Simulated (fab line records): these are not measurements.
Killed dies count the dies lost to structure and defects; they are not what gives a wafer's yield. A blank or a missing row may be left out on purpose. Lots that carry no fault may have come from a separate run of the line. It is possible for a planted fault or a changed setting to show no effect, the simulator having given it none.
fab line records	flow nand-harc
record lots=6	wafers=18	last-day=31
route steps=1302 shown P_CONTACT@249 P_M0@253 END@1302
lots that met no fault: taken from a fault-free run of the same line
start-h: start of the lot's first displayed wafer, in hours after the record's first day	wait-h: hours elapsed since this lot's preceding step	" same as the row above	L1.1+2: one row covering several wafers at once	- no value, or no start given	* or withheld: withheld	< > ~ a bound
route shown NAME@n: names a module that has steps shown in the file, with the first one's number in the route	usual: average and standard deviation across the fault-free wafers	same: alike in all rows	chamber/n: place in a boat	sites: readings site by site	_std_site: standard deviation across them	_edge_site: outer sites' mean less inner sites'	radius-mm: how far each site lies from the wafer's centre	mask NAME#n: copy n	behind: the tool/chamber that last shaped the wafer	hold: reason for holding the lot/hours on hold/outcome of the hold	device: the transistor (n, p or np) that didn't switch	end of line: the route-end tests of the same wafers	a step without rows: its recipe alone	killed: the dies lost at the first sort to structure and to defects; this is not the yield of the wafer	map: the dies of a wafer, with x for killed, . for not killed, _ for no die there
set.NAME: the setting as run; set.NAME@STEP: as run at that earlier step	model.NAME: the simulator's own value behind a step, which no gauge read
lots at some steps of the route; a table a step, a row a wafer
services: a tool's chamber out of use, with start hour (start-h, from the record's first day; less than 0 if before it), hours out, and reason
## steps
# step NHARC_P_CONTACT_CMP_24
# recipe t-overpolish-s=30	target-thk-nm=200
# usual edge-zone-pressure-frac=1.000/0.0049	motor-current-A=11.8/1.4	overpolish-run-s=30.001/0.0094	pad-life-wafers=158/130	slurry-filter-dp-kPa=13.51/0.14	time-to-endpoint-s=41.1/2.3
lot.wafer	tool	chamber	start-h	wait-h	edge-zone-pressure-frac	motor-current-A	overpolish-run-s	pad-life-wafers	slurry-filter-dp-kPa	time-to-endpoint-s
L672.3	cmp-01	0	181.12	0.3	0.987	15.0	29.992	336	13.39	42.7
L672.6	"	0	"	"	1.005	15.4	30.012	-	13.49	38.2
L672.5	"	1	"	"	1.001	10.6	29.999	-	13.35	39.4
L673.1	cmp-01	3	190.81	0.5	1.001	12.0	30.000	0	13.52	44.1
L673.4	"	2	"	"	0.998	12.3	29.995	3	13.38	46.7
L673.6	"	3	"	"	1.000	11.0	29.998	-	13.33	45.1
L676.1	cmp-01	3	220.69	0.5	0.997	11.3	30.019	126	13.54	39.2
L676.3	"	1	"	"	1.004	10.3	29.995	128	13.66	36.0
L676.2	"	2	"	"	1.005	12.6	30.028	129	13.87	38.5
L680.3	cmp-03	2	266.14	0.4	0.999	11.1	30.022	7	13.65	44.5
L680.2	"	0	"	"	1.002	13.0	30.008	9	13.50	43.5
L680.5	"	2	"	"	0.991	11.3	29.999	-	13.39	46.4
L682.1	cmp-01	0	282.81	0.6	0.997	14.3	29.991	396	13.52	42.0
L682.2	"	1	"	"	0.995	9.9	30.001	397	13.52	41.3
L682.5	"	1	"	"	0.998	10.1	30.022	-	13.30	39.7
L683.4	cmp-03	3	289.49	0.4	1.004	12.6	30.002	86	13.48	37.9
L683.2	"	0	"	"	0.997	12.4	30.018	87	13.65	38.7
L683.5	"	2	"	"	0.997	11.9	30.015	-	13.61	40.6
# step NHARC_P_CONTACT_SRD_26
# step NHARC_P_CONTACT_INSPECT_27
# usual raw-defect-count=292/140
lot.wafer	tool	chamber	start-h	wait-h	raw-defect-count
L672.3	defect-inspect-02	-	181.52	0.1	160
L672.5	"	-	"	"	164
L672.6	"	-	"	"	173
L673.1	defect-inspect-02	-	191.22	0.1	263
L673.4	"	-	"	"	289
L673.6	"	-	"	"	317
L676.1	defect-inspect-01	-	221.09	0.1	213
L676.2	"	-	"	"	440
L676.3	"	-	"	"	396
L680.2	defect-inspect-01	-	266.52	0.1	491
L680.3	"	-	"	"	461
L680.5	"	-	"	"	586
L682.1	defect-inspect-01	-	283.21	0.1	224
L682.2	"	-	"	"	231
L682.5	"	-	"	"	340
L683.2	defect-inspect-01	-	289.84	0.1	143
L683.4	"	-	"	"	229
L683.5	"	-	"	"	264
# step NHARC_P_M0_DEP_00
# recipe target-thk-a=1500	target-thk-nm=150	temp-c=withheld	pressure-torr=5	flow-sccm=200	rf-w=600	material=SiOC
# step NHARC_P_M0_DEHYDRATE_01
# recipe temp-c=150	time-s=120
# step NHARC_P_M0_HMDS_02
# recipe time-s=30
# step NHARC_P_M0_COAT_33
# recipe temp-c=200	time-s=65
# step NHARC_P_M0_COAT_03
# recipe spin-rpm=1500	resist-thk-nm=90
# step NHARC_P_M0_SOFTBAKE_04
# recipe temp-c=105	time-s=55
# step NHARC_P_M0_EBR_05
# step NHARC_P_M0_EXPOSE_06
# recipe na=1.35	target-cd-nm=90	dose-mj=81.28	mask-id=P_M0
# step NHARC_P_M0_PEB_07
# recipe peb-temp-c=100	peb-time-s=65
# usual heater-power-total-W=156.6/0.38	plate-temp-C=100.01/0.14
lot.wafer	tool	chamber	start-h	wait-h	heater-power-total-W	plate-temp-C
L672.3	litho-track-01	0	182.34	0.0	156.5	100.15
L672.5	"	0	"	"	157.1	100.39
L672.6	"	0	"	"	156.9	100.28
L673.1	litho-track-06	0	192.03	0.1	155.1	99.02
L673.4	"	0	"	"	154.4	99.10
L673.6	"	0	"	"	154.6	99.39
L676.1	litho-track-06	0	221.93	0.1	155.2	99.31
L676.2	"	0	"	"	154.2	99.35
L676.3	"	0	"	"	154.6	99.13
L680.2	litho-track-01	0	267.22	0.1	156.0	100.12
L680.3	"	0	"	"	156.7	100.11
L680.5	"	0	"	"	156.8	100.15
L682.1	litho-track-06	0	284.06	0.1	156.7	99.89
L682.2	"	0	"	"	157.1	99.90
L682.5	"	0	"	"	157.0	99.92
L683.2	litho-track-06	0	290.54	0.1	157.2	100.03
L683.4	"	0	"	"	156.5	100.03
L683.5	"	0	"	"	157.2	100.10
# step NHARC_P_M0_DEVELOP_08
# recipe develop-time-s=35	dev-temp-c=23
# step NHARC_P_M0_CD_MEAS_09
# recipe target-cd-nm=90	landing-energy-ev=500
# usual cd-nm=89.8/0.54
lot.wafer	tool	chamber	start-h	wait-h	cd-nm
L672.3	cd-sem-02	0	182.42	-	89.5
L672.5	"	0	"	"	89.5
L672.6	"	0	"	"	90.0
L673.1	cd-sem-02	0	192.11	-	86.5
L673.4	"	0	"	"	86.6
L673.6	"	0	"	"	85.6
L676.1	cd-sem-01	0	222.00	-	86.4
L676.2	"	0	"	"	86.2
L676.3	"	0	"	"	86.6
L680.2	cd-sem-02	0	267.30	-	89.6
L680.3	"	0	"	"	89.0
L680.5	"	0	"	"	89.7
L682.1	cd-sem-01	0	284.14	-	89.1
L682.2	"	0	"	"	89.7
L682.5	"	0	"	"	89.8
L683.2	cd-sem-02	0	290.62	-	89.8
L683.4	"	0	"	"	89.7
L683.5	"	0	"	"	89.4
# step NHARC_P_M0_OVL_MEAS_10
# recipe pitch-nm=180
# usual overlay-x-nm=-0.2/0.88	overlay-y-nm=0.1/0.86
lot.wafer	tool	chamber	start-h	wait-h	overlay-x-nm	overlay-y-nm
L672.3	overlay-02	-	182.51	-	-1.2	-0.2
L672.5	"	-	"	"	-1.0	0.6
L672.6	"	-	"	"	-0.6	0.2
L673.1	overlay-01	-	192.20	-	0.8	-1.8
L673.4	"	-	"	"	1.0	-2.1
L673.6	"	-	"	"	0.4	-1.7
L676.1	overlay-02	-	222.10	-	0.5	-0.1
L676.2	"	-	"	"	0.3	-0.1
L676.3	"	-	"	"	0.4	0.3
L680.2	overlay-02	-	267.38	-	0.9	0.3
L680.3	"	-	"	"	1.1	-0.2
L680.5	"	-	"	"	0.5	0.1
L682.1	overlay-01	-	284.23	-	0.5	1.1
L682.2	"	-	"	"	1.1	1.4
L682.5	"	-	"	"	-0.3	0.9
L683.2	overlay-01	-	290.71	-	0.9	0.4
L683.4	"	-	"	"	0.8	-0.1
L683.5	"	-	"	"	1.6	0.2
# step NHARC_P_M0_INSPECT_11
# usual raw-defect-count=4.4/2.6
lot.wafer	tool	chamber	start-h	wait-h	raw-defect-count
L672.3	defect-inspect-02	-	182.54	0.0	0
L672.5	"	-	"	"	2
L672.6	"	-	"	"	5
L673.1	defect-inspect-02	-	192.24	0.0	2
L673.4	"	-	"	"	7
L673.6	"	-	"	"	3
L676.1	defect-inspect-02	-	222.14	0.0	5
L676.2	"	-	"	"	2
L676.3	"	-	"	"	1
L680.2	defect-inspect-01	-	267.42	0.0	2
L680.3	"	-	"	"	4
L680.5	"	-	"	"	4
L682.1	defect-inspect-02	-	284.26	0.0	2
L682.2	"	-	"	"	3
L682.5	"	-	"	"	5
L683.2	defect-inspect-02	-	290.74	0.0	4
L683.4	"	-	"	"	3
L683.5	"	-	"	"	4
# step NHARC_P_M0_DESCUM_14
# recipe time-s=3	o2-flow-sccm=200	ar-flow-sccm=0	bias-power-w=0	chemistry=O2
# usual drypump-motor-current-A=5.65/0.27	oes-product-au=1.004/0.0087	rf-vpp-V=57.9/0.98	showerhead-plenum-p-Torr=1.95/0.077	throttle-valve-pct=11.311/0.0096
lot.wafer	tool	chamber	start-h	wait-h	drypump-motor-current-A	oes-product-au	rf-hours-counter-h	rf-vpp-V	showerhead-plenum-p-Torr	throttle-valve-pct	model.P_M0.cd-nm
L672.3	rie-diel-08	2	182.60	0.1	5.30	1.005	27	61.1	2.02	11.320	89.07
L672.5	"	2	"	"	5.29	1.018	-	58.5	2.02	11.315	89.2
L672.6	"	3	"	"	5.58	1.011	-	58.0	2.04	11.318	89.73
L673.4	rie-diel-01	0	192.32	0.1	5.58	0.980	55	58.8	1.89	11.311	86.24
L673.1	"	1	"	"	5.38	0.979	53	57.8	1.76	11.316	86.51
L673.6	"	2	"	"	6.04	0.991	-	56.4	1.96	11.321	85.68
L676.1	rie-diel-08	2	222.20	0.1	5.30	1.010	7	56.9	2.02	11.331	86.17
L676.3	"	0	"	"	5.64	1.009	1	59.4	1.91	11.308	86.29
L676.2	"	1	"	"	6.14	1.011	7	58.4	1.89	11.318	85.76
L680.2	rie-diel-01	1	267.48	0.1	5.37	1.004	16	58.3	2.07	11.323	90.01
L680.3	"	3	"	"	5.76	1.017	16	57.7	1.84	11.320	89.79
L680.5	"	1	"	"	5.38	1.008	-	58.6	2.07	11.309	89.9
L682.2	rie-diel-08	2	284.32	0.1	5.29	0.998	16	57.5	2.02	11.305	89.6
L682.1	"	1	"	"	6.15	1.006	16	57.2	1.89	11.312	89.22
L682.5	"	2	"	"	5.29	0.999	-	57.9	2.02	11.324	89.62
L683.2	rie-diel-01	3	290.81	0.1	5.71	1.013	28	56.2	1.83	11.313	89.45
L683.4	"	0	"	"	5.61	0.998	24	56.4	1.88	11.316	88.78
L683.5	"	3	"	"	5.76	1.009	-	57.6	1.83	11.321	88.93
# step NHARC_P_M0_ETCH_34
# recipe target-depth-a=400	overetch-a=120	time-s=43.94	ion-energy-ev=200	n2-flow-sccm=150	h2-flow-sccm=150	ar-flow-sccm=0	rf-w=400	bias-w=150	chemistry=N2/H2
# usual bias-w=150.0/0.47	drypump-motor-current-A=5.66/0.29	oes-product-au=1.002/0.0091	rf-vpp-V=431.6/2.5	showerhead-plenum-p-Torr=2.08/0.087	throttle-valve-pct=14.172/0.0096
lot.wafer	tool	chamber	start-h	wait-h	bias-w	drypump-motor-current-A	oes-product-au	rf-hours-counter-h	rf-vpp-V	showerhead-plenum-p-Torr	throttle-valve-pct
L672.3	rie-diel-08	0	182.70	0.1	149.2	5.62	0.987	23	430.1	2.03	14.169
L672.6	"	2	"	"	150.4	5.28	1.006	-	433.6	2.16	14.176
L672.5	"	3	"	"	149.6	5.59	1.003	-	435.5	2.18	14.163
L673.1	rie-diel-01	1	192.39	0.1	150.3	5.38	1.002	53	426.7	1.87	14.177
L673.4	"	2	"	"	149.8	6.04	1.001	59	430.7	2.09	14.173
L673.6	"	0	"	"	150.2	5.61	0.976	-	429.9	2.01	14.176
L676.2	rie-diel-08	2	222.29	0.1	149.8	5.28	0.998	7	433.9	2.16	14.171
L676.3	"	3	"	"	149.6	5.60	1.014	7	433.9	2.17	14.190
L676.1	"	0	"	"	149.7	5.63	1.013	1	430.4	2.03	14.161
L680.2	rie-diel-01	1	267.57	0.1	150.7	5.39	1.003	16	435.0	2.21	14.170
L680.3	"	0	"	"	149.9	5.62	0.994	15	430.3	2.00	14.164
L680.5	"	1	"	"	151.2	5.40	1.011	-	435.0	2.21	14.169
L682.1	rie-diel-08	1	284.42	0.1	150.1	6.13	0.998	16	431.4	2.01	14.175
L682.2	"	3	"	"	149.6	5.63	1.007	17	434.5	2.17	14.177
L682.5	"	1	"	"	150.3	6.11	1.000	-	428.4	2.01	14.165
L683.4	rie-diel-01	0	290.90	0.1	149.4	5.58	0.992	24	429.3	2.00	14.163
L683.2	"	1	"	"	150.5	5.39	0.998	26	434.3	2.21	14.158
L683.5	"	0	"	"	149.4	5.59	0.990	-	427.1	2.00	14.160
# step NHARC_P_M0_ETCH_15
# recipe target-depth-a=1500	overetch-a=150	time-s=82.5	c4f8-flow-sccm=withheld	ar-flow-sccm=400	rf-w=600	bias-w=300	chemistry=C4F8/Ar
# usual bias-w=300.0/0.9	oes-product-au=0.960/0.019	rf-vpp-V=442.0/2.4
lot.wafer	tool	chamber	start-h	wait-h	bias-w	oes-product-au	rf-hours-counter-h	rf-vpp-V	model.P_M0.cd-nm
L672.3	rie-diel-08	0	-	-	298.7	0.976	23	440.5	89.01
L672.6	"	2	"	"	300.4	0.973	-	443.7	89.39
L672.5	"	3	"	"	299.8	0.969	-	443.1	88.7
L673.4	rie-diel-01	3	-	-	300.6	0.925	36	438.7	86.5
L673.1	"	0	"	"	299.1	0.923	55	439.4	86.4
L673.6	"	3	"	"	299.5	0.926	-	440.4	85.69
L676.2	rie-diel-08	2	-	-	300.3	0.967	7	442.8	85.94
L676.1	"	3	"	"	299.2	0.956	7	445.3	86.41
L676.3	"	0	"	"	300.8	0.981	1	440.3	86.58
L680.2	rie-diel-01	2	-	-	301.8	0.961	18	441.4	90
L680.3	"	0	"	"	300.3	0.950	15	439.2	90.04
L680.5	"	2	"	"	300.2	0.955	-	441.5	89.8
L682.1	rie-diel-08	3	-	-	301.0	0.945	17	443.9	89.34
L682.2	"	0	"	"	300.4	0.951	12	439.4	89.76
L682.5	"	2	"	"	300.6	0.952	-	443.5	89.8
L683.4	rie-diel-01	3	-	-	299.6	0.949	28	438.1	88.66
L683.2	"	0	"	"	300.7	0.963	24	440.9	89.26
L683.5	"	1	"	"	299.1	0.969	-	446.3	88.74
# step NHARC_P_M0_CD_MEAS_16
# usual cd-nm=89.8/0.66
lot.wafer	tool	chamber	start-h	wait-h	cd-nm
L672.3	cd-sem-03	-	182.91	-	89.0
L672.5	"	-	"	"	88.6
L672.6	"	-	"	"	89.5
L673.1	cd-sem-03	-	192.60	-	86.4
L673.4	"	-	"	"	86.8
L673.6	"	-	"	"	85.6
L676.1	cd-sem-02	-	222.50	-	86.3
L676.2	"	-	"	"	86.0
L676.3	"	-	"	"	86.5
L680.2	cd-sem-02	-	267.78	-	90.2
L680.3	"	-	"	"	89.7
L680.5	"	-	"	"	89.7
L682.1	cd-sem-01	-	284.80	-	89.5
L682.2	"	-	"	"	89.9
L682.5	"	-	"	"	89.8
L683.2	cd-sem-03	-	291.11	-	89.1
L683.4	"	-	"	"	88.4
L683.5	"	-	"	"	89.0
# step NHARC_END_SORT_01
# recipe temp-c=25
# usual defect-limited-yield=90/3.3	killed-at-array=61/22	killed-at-other=0.8/1	killed-at-periphery=3.8/2.3	killed-dies=66/22	killed-open=3.2/1.9	killed-short=2.8/1.8
# same gross-dies=677
lot.wafer	tool	chamber	start-h	wait-h	defect-limited-yield[%]	killed-at-array	killed-at-other	killed-at-periphery	killed-dies	killed-open	killed-short
L673.1	prober-02	0	639.49	2.5	93	44	1	4	49	5	10
L673.4	prober-02	0	641.87	3.4	93	43	1	2	46	3	1
L673.6	prober-02	0	643.45	4.0	94	36	0	2	38	1	4
L680.2	prober-02	0	704.94	2.8	95	30	1	6	37	5	3
L680.3	prober-02	0	705.75	3.1	92	49	1	5	55	4	4
L680.5	prober-02	0	707.36	3.7	90	61	0	5	66	9	4
L683.2	prober-01	0	743.44	2.8	85	97	1	3	101	4	3
L683.4	prober-01	0	745.03	3.4	89	73	3	1	77	1	2
L683.5	prober-01	0	745.83	3.7	88	77	0	3	80	2	2
# killed by level:class
L673.1 A_CHANNEL_HOLE_D2:chamber-film-flake=18 A_CHANNEL_FILL_D1:geometric-particle:short=6 A_CONTACT:chamber-film-flake=4 A_CHANNEL_HOLE_D1:chamber-film-flake=3 A_STAIRCASE:chamber-film-flake=2 A_SLIT:chamber-film-flake=2 A_BONDPAD:chamber-film-flake=2 P_CONTACT:geometric-particle:short=1
L673.4 A_CHANNEL_HOLE_D2:chamber-film-flake=16 A_CONTACT:chamber-film-flake=10 A_BONDPAD:chamber-film-flake=4 A_SLIT:chamber-film-flake=3 P_STI:chamber-film-flake=2 A_CHANNEL_HOLE_D1:chamber-film-flake=2 A_CHANNEL_FILL_D1:geometric-particle:open=1 A_CHANNEL_FILL_D2:geometric-particle:open=1
L673.6 A_CHANNEL_HOLE_D2:chamber-film-flake=15 A_CONTACT:chamber-film-flake=5 A_BONDPAD:chamber-film-flake=4 A_CHANNEL_HOLE_D1:chamber-film-flake=3 A_WL_FILL:chamber-film-flake=2 P_GATE:geometric-particle:open=1 A_CHANNEL_FILL_D1:geometric-particle:short=1 A_DECK1_JOINT:geometric-particle:short=1
L680.2 A_SLIT:chamber-film-flake=13 A_CHANNEL_HOLE_D2:chamber-film-flake=6 A_STAIRCASE:chamber-film-flake=5 P_M0:geometric-particle:open=3 P_ZERO_WELL:chamber-film-flake=2 P_GATE:geometric-particle:open=1 A_SOURCE_PLATE:geometric-particle:open=1 A_DECK1_JOINT:geometric-particle:short=1
L680.3 A_SLIT:chamber-film-flake=16 A_CHANNEL_HOLE_D2:chamber-film-flake=10 A_CHANNEL_HOLE_D1:chamber-film-flake=9 A_STAIRCASE:chamber-film-flake=5 P_ZERO_WELL:chamber-film-flake=3 A_CHANNEL_FILL_D1:geometric-particle:short=2 A_CHANNEL_FILL_D1:chamber-film-flake=2 P_GATE:geometric-particle:open=1
L680.5 A_SLIT:chamber-film-flake=24 A_CHANNEL_HOLE_D2:chamber-film-flake=18 A_CHANNEL_HOLE_D1:chamber-film-flake=5 A_M0:geometric-particle:open=3 A_STAIRCASE:chamber-film-flake=3 A_DECK1_JOINT:geometric-particle:open=2 A_WL_FILL:geometric-particle:open=2 P_GATE:chamber-film-flake=2
L683.2 A_CHANNEL_HOLE_D1:chamber-film-flake=37 A_SLIT:chamber-film-flake=21 A_CHANNEL_HOLE_D2:chamber-film-flake=20 A_CHANNEL_FILL_D2:chamber-film-flake=4 A_CONTACT:chamber-film-flake=4 A_STAIRCASE:chamber-film-flake=3 A_CONTACT:geometric-particle:open=2 A_CHANNEL_FILL_D1:chamber-film-flake=2
L683.4 A_CHANNEL_HOLE_D1:chamber-film-flake=32 A_SLIT:chamber-film-flake=15 A_CHANNEL_HOLE_D2:chamber-film-flake=10 A_CONTACT:chamber-film-flake=6 A_DECK1_JOINT:chamber-film-flake=2 A_CHANNEL_FILL_D2:chamber-film-flake=2 A_STAIRCASE:chamber-film-flake=2 THIN_TSV:chamber-film-flake=2
L683.5 A_CHANNEL_HOLE_D1:chamber-film-flake=29 A_SLIT:chamber-film-flake=22 A_CHANNEL_HOLE_D2:chamber-film-flake=6 A_CONTACT:chamber-film-flake=6 A_STAIRCASE:chamber-film-flake=5 P_ZERO_WELL:chamber-film-flake=2 A_WL_FILL:chamber-film-flake=2 P_CONTACT:geometric-particle:short=1
## services
tool	chamber	start-h	hours	kind
rie-diel-01	0	158.56	-	clean
rie-diel-01	1	158.56	-	clean
rie-diel-01	2	158.56	-	clean
rie-diel-01	3	158.56	-	clean
cmp-03	-	162.13	4.0	pm
rie-diel-08	0	170.28	-	clean
rie-diel-08	1	170.28	-	clean
rie-diel-08	2	170.28	-	clean
rie-diel-08	3	170.28	-	clean
cmp-03	-	171.06	1.3	repair
cmp-01	-	172.66	0.5	repair
rie-diel-08	0	174.86	7.6	repair
litho-track-06	-	179.00	7.0	pm
rie-diel-01	0	183.06	-	clean
cmp-01	-	185.50	4.0	pm
rie-diel-08	-	191.55	9.0	pm
rie-diel-08	0	204.61	9.4	repair
rie-diel-01	-	206.51	9.0	pm
cmp-03	-	214.21	4.0	repair
cmp-03	-	225.44	0.6	repair
cmp-03	-	260.13	4.0	pm
cmp-03	-	279.43	0.4	repair
cmp-03	-	280.30	0.9	repair
cmp-01	-	283.50	4.0	pm
## key
first-sign step=NHARC_P_M0_PEB_07	reading=plate-temp-C	direction=down	sigmas=5.8	usual=*	struck=*
effect step=NHARC_P_M0_PEB_07	reading=heater-power-total-W	direction=down	sigmas=5	usual=*	struck=*
effect step=NHARC_P_M0_CD_MEAS_09	reading=cd-nm	direction=down	sigmas=6.5	usual=89.8	struck=86.3
effect step=NHARC_P_M0_CD_MEAS_16	reading=cd-nm	direction=down	sigmas=5.3	usual=89.8	struck=86.3
model-effect step=NHARC_P_M0_DESCUM_14	value=P_M0.cd-nm	without=89.5	struck=86.11
model-effect step=NHARC_P_M0_ETCH_15	value=P_M0.cd-nm	without=89.64	struck=86.25
met-at NHARC_P_M0_PEB_07
struck-wafers L673.1,L673.4,L673.6,L676.1,L676.2,L676.3
fault kind=process-parameter-drift	tool=litho-track-06	chamber=-	onset-h=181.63	steps=NHARC_P_M0_PEB_07	channel=peb-temp-c	offset=*	shape=step	end-h=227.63	acts-in=*	stated=*
